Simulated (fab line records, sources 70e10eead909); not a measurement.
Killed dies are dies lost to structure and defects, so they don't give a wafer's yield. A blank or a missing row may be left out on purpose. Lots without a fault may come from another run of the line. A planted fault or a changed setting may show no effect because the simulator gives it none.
Chamber matching | flow nand_harc | NHARC_A_CONTACT_DESCUM_74 on rie_diel-07: 4 sister chambers
The step chemistry O2, time 3 s. 14 wafers are shown with their chamber, then 7 later ones without.

WAFERS WITH THEIR CHAMBER
wafer  | chamber | drypump_motor_current_A (A) | showerhead_plenum_p_Torr (Torr) | oes_product_au (a.u.)
L771.1 | 2       | 6.7                         | 1.94                            | 1.019
L771.3 | 3       | 5.3                         | 1.94                            | 1.011
L771.4 | 0       | 6.3                         | 1.85                            | 1.000
L773.1 | 1       | 5.7                         | 1.91                            | 0.994
L773.2 | 2       | 6.7                         | 1.94                            | 1.003
L773.3 | 0       | 6.3                         | 1.85                            | 0.990
L774.1 | 1       | 5.7                         | 1.91                            | 1.002
L774.2 | 0       | 6.2                         | 1.85                            | 1.008
L774.5 | 0       | 6.2                         | 1.85                            | 0.997
L775.2 | 1       | 5.7                         | 1.91                            | 1.004
L775.3 | 3       | 5.4                         | 1.93                            | 1.010
L775.6 | 0       | 6.2                         | 1.85                            | 1.011
L789.3 | 1       | 5.7                         | 1.89                            | 1.003
L789.5 | 3       | 5.3                         | 1.92                            | 1.002

SIGNATURES (means of the wafers above)
reading                  | chamber 0 | chamber 1 | chamber 2 | chamber 3 | scatter within a chamber
drypump_motor_current_A  | 6.240     | 5.700     | 6.700     | 5.333     | 0.0432
showerhead_plenum_p_Torr | 1.8500    | 1.9050    | 1.9400    | 1.9300    | 0.00707
oes_product_au           | 1.00120   | 1.00075   | 1.01100   | 1.00767   | 0.00725
Rule: a wafer's distance from a chamber is the root of the sum, over the readings, of the square of ((its reading less the chamber's mean) divided by the reading's scatter). The wafer belongs to the nearest chamber; if the next one is less than 2 further off, it can't be placed. The scatter: the root of (the sum of the squares of (reading less its chamber's mean) over the shown wafers, divided by (wafers less chambers)).

WAFERS WITHOUT THEIR CHAMBER
wafer  | drypump_motor_current_A (A) | showerhead_plenum_p_Torr (Torr) | oes_product_au (a.u.)
L789.6 | 6.7                         | 1.92                            | 0.998
L793.2 | 6.7                         | 1.92                            | 0.990
L793.4 | 5.4                         | 1.92                            | 0.992
L793.5 | 6.7                         | 1.92                            | 0.989
L792.2 | 5.7                         | 1.89                            | 0.999
L792.4 | 6.3                         | 1.83                            | 1.009
L792.5 | 5.3                         | 1.92                            | 1.014

WHICH CHAMBER EACH WENT THROUGH
wafer  | from the rows above | in truth
L789.6 | 2                   | 2
L793.2 | 2                   | 2
L793.4 | 3                   | 3
L793.5 | 2                   | 2
L792.2 | 1                   | 1
L792.4 | 0                   | 0
L792.5 | 3                   | 3
Placed correctly: 7 of 7. Can't be placed from these rows: 0. Placed wrongly: 0.
